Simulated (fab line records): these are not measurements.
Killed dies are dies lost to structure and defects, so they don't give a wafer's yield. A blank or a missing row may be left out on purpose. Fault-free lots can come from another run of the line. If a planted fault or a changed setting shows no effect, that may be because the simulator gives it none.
Matching of chambers / flow nandHarc / pecvd-04 running NHARC_A_STAIRCASE_DEP_417: 3 sister chambers
The step deposits Si3N4, target thk 60 nm. 24 wafers are shown with their chamber, then 12 later ones without.

WAFERS PAIRED WITH THEIR CHAMBERS
wafer=L075.1; chamber=1; heaterPowerW (W)=807; rfFwdPowerW (W)=445.9
wafer=L075.2; chamber=0; heaterPowerW (W)=788; rfFwdPowerW (W)=448.6
wafer=L075.4; chamber=2; heaterPowerW (W)=669; rfFwdPowerW (W)=449.7
wafer=L079.1; chamber=2; heaterPowerW (W)=711; rfFwdPowerW (W)=449.2
wafer=L079.4; chamber=2; heaterPowerW (W)=715; rfFwdPowerW (W)=448.1
wafer=L079.6; chamber=1; heaterPowerW (W)=760; rfFwdPowerW (W)=448.4
wafer=L077.1; chamber=0; heaterPowerW (W)=774; rfFwdPowerW (W)=449.5
wafer=L077.3; chamber=2; heaterPowerW (W)=693; rfFwdPowerW (W)=448.6
wafer=L077.6; chamber=1; heaterPowerW (W)=770; rfFwdPowerW (W)=448.2
wafer=L081.2; chamber=1; heaterPowerW (W)=804; rfFwdPowerW (W)=450.0
wafer=L081.3; chamber=0; heaterPowerW (W)=817; rfFwdPowerW (W)=448.5
wafer=L081.4; chamber=0; heaterPowerW (W)=818; rfFwdPowerW (W)=449.1
wafer=L080.1; chamber=0; heaterPowerW (W)=841; rfFwdPowerW (W)=450.3
wafer=L080.5; chamber=1; heaterPowerW (W)=782; rfFwdPowerW (W)=448.9
wafer=L080.6; chamber=0; heaterPowerW (W)=833; rfFwdPowerW (W)=448.9
wafer=L083.2; chamber=1; heaterPowerW (W)=760; rfFwdPowerW (W)=449.9
wafer=L083.3; chamber=2; heaterPowerW (W)=643; rfFwdPowerW (W)=448.8
wafer=L083.5; chamber=0; heaterPowerW (W)=875; rfFwdPowerW (W)=450.3
wafer=L085.2; chamber=2; heaterPowerW (W)=659; rfFwdPowerW (W)=448.7
wafer=L085.3; chamber=1; heaterPowerW (W)=799; rfFwdPowerW (W)=448.1
wafer=L085.6; chamber=1; heaterPowerW (W)=834; rfFwdPowerW (W)=449.2
wafer=L086.1; chamber=0; heaterPowerW (W)=750; rfFwdPowerW (W)=446.7
wafer=L086.5; chamber=1; heaterPowerW (W)=769; rfFwdPowerW (W)=450.1
wafer=L086.6; chamber=0; heaterPowerW (W)=754; rfFwdPowerW (W)=447.6

SIGNATURES (averages over the wafers above)
reading=heaterPowerW; chamber 0=805.56; chamber 1=787.22; chamber 2=681.67; scatter within a chamber=33.5
reading=rfFwdPowerW; chamber 0=448.833; chamber 1=448.744; chamber 2=448.850; scatter within a chamber=1.12
Rule: for a wafer and a chamber, the distance is found by dividing, reading by reading, the gap between the wafer's reading and the chamber's mean by the reading's scatter, squaring, summing and taking the root. The wafer belongs to the nearest chamber; if the next one is less than 2 further off, it can't be placed. How the scatter is found: for the shown wafers, subtract from each reading the mean of its chamber, square and add these, divide the total by (wafers less chambers), then take the root.

WAFERS WITH NO CHAMBER GIVEN
wafer=L089.1; heaterPowerW (W)=745; rfFwdPowerW (W)=446.9
wafer=L089.3; heaterPowerW (W)=781; rfFwdPowerW (W)=447.3
wafer=L089.6; heaterPowerW (W)=756; rfFwdPowerW (W)=449.1
wafer=L092.2; heaterPowerW (W)=779; rfFwdPowerW (W)=452.0
wafer=L092.4; heaterPowerW (W)=803; rfFwdPowerW (W)=453.0
wafer=L092.5; heaterPowerW (W)=850; rfFwdPowerW (W)=449.6
wafer=L093.4; heaterPowerW (W)=684; rfFwdPowerW (W)=450.3
wafer=L093.5; heaterPowerW (W)=824; rfFwdPowerW (W)=449.1
wafer=L093.6; heaterPowerW (W)=805; rfFwdPowerW (W)=448.7
wafer=L091.1; heaterPowerW (W)=877; rfFwdPowerW (W)=447.0
wafer=L091.3; heaterPowerW (W)=698; rfFwdPowerW (W)=446.4
wafer=L091.4; heaterPowerW (W)=700; rfFwdPowerW (W)=448.7

WHICH CHAMBER EACH ONE RAN IN
wafer=L089.1; from the rows above=can't be placed: 1 or 0 or 2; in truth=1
wafer=L089.3; from the rows above=can't be placed: 1 or 0 or 2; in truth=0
wafer=L089.6; from the rows above=can't be placed: 1 or 0 or 2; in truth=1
wafer=L092.2; from the rows above=can't be placed: 1 or 0 or 2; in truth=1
wafer=L092.4; from the rows above=can't be placed: 0 or 1 or 2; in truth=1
wafer=L092.5; from the rows above=can't be placed: 0 or 1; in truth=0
wafer=L093.4; from the rows above=2; in truth=2
wafer=L093.5; from the rows above=can't be placed: 0 or 1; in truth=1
wafer=L093.6; from the rows above=can't be placed: 0 or 1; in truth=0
wafer=L091.1; from the rows above=can't be placed: 0 or 1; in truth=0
wafer=L091.3; from the rows above=can't be placed: 2 or 1 or 0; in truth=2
wafer=L091.4; from the rows above=2; in truth=2
Placed correctly: 2 of 12. These rows do not allow placing 10 (true chamber among the candidates in 10). Number placed wrongly: 0.
